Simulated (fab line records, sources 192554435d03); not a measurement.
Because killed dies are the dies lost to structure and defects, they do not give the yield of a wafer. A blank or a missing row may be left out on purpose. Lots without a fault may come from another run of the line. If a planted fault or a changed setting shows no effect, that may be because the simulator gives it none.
A single fault, viewed from 3 desks ; flow n5Finfet ; what lay behind the numbers comes last; until then each desk has only its own

== THE DEFECT DESK ==
What the inspections along the route counted, lot by lot: means of the sampled wafers that have a number. If a lot's mean is further than 4 standard deviations from the usual mean, the lot is out of limits and carries the mark OUT (the distance appears in the brackets).
Columns: A = rawDefectCount at N5_BEOL_M10_INSPECT_13, usual 430
lot;first seen here;A
L559;day 12 18:29;320
L563;day 13 16:52;451
L567;day 15 05:05;521
L569;day 15 22:16;416
L574;day 16 04:12;496
L576;day 17 18:22;469
This desk found nothing out of limits on any of the 6 lots.

== AT THE METROLOGY DESK ==
What the gauges read for every lot (on any tool): the sampled wafers with a number, averaged. If a lot's mean is further than 4 standard deviations from the usual mean, the lot is out of limits and carries the mark OUT (the distance appears in the brackets).
Columns: A = cdNm at N5_BEOL_M10_CD_MEAS_11, usual 64.1 nm; B = M10_OVL at N5_BEOL_M10_OVL_MEAS_12, usual -0.3 nm
lot;first seen here;A;B
L559;day 12 18:26;63.7;0.3
L563;day 13 16:48;63.8;-0.6
L567;day 15 05:02;64.3;-0.6
L569;day 15 22:13;65.1;-0.4
L574;day 16 04:09;63.7;-1.0
L576;day 17 18:19;63.7;-0.5
This desk found nothing out of limits on any of the 6 lots.

== THE TOOL OWNER'S DESK: rieDiel-03 ==
The tool's own readings at N5_BEOL_M10_DESCUM_16 (chemistry O2, time 7.9 s): means of the sampled wafers that have a number, for each lot that ran on this tool. If a lot's mean is further than 4 standard deviations from the usual mean, the lot is out of limits and carries the mark OUT (the distance appears in the brackets).
Columns: A = drypumpMotorCurrentA at N5_BEOL_M10_DESCUM_16, usual 5.8 A; B = oesProductAu at N5_BEOL_M10_DESCUM_16, usual 0.81 a.u.; C = rfVppV at N5_BEOL_M10_DESCUM_16, usual 243.6 V; D = showerheadPlenumPTorr at N5_BEOL_M10_DESCUM_16, usual 2.12 Torr; E = tempC at N5_BEOL_M10_DESCUM_16, usual 40.00 C; F = throttleValvePct at N5_BEOL_M10_DESCUM_16, usual 20.4 %
lot;first seen here;A;B;C;D;E;F
L559;day 12 18:32;5.8;0.80;243.2;2.06;40.01;20.3
L567;day 15 05:07;6.0;0.83;244.9;2.20;40.00;20.6
L569;day 15 22:26;6.0;0.82;245.2;2.20;39.86;20.6
This desk found nothing out of limits on any of the 3 lots.

== PUT TOGETHER ==
Nothing the defect desk looked at was out of limits.
The metrology desk saw nothing out of limits.
The tool owner's desk saw nothing out of limits.

== WHAT WAS PUT IN BY THE SIMULATOR ==
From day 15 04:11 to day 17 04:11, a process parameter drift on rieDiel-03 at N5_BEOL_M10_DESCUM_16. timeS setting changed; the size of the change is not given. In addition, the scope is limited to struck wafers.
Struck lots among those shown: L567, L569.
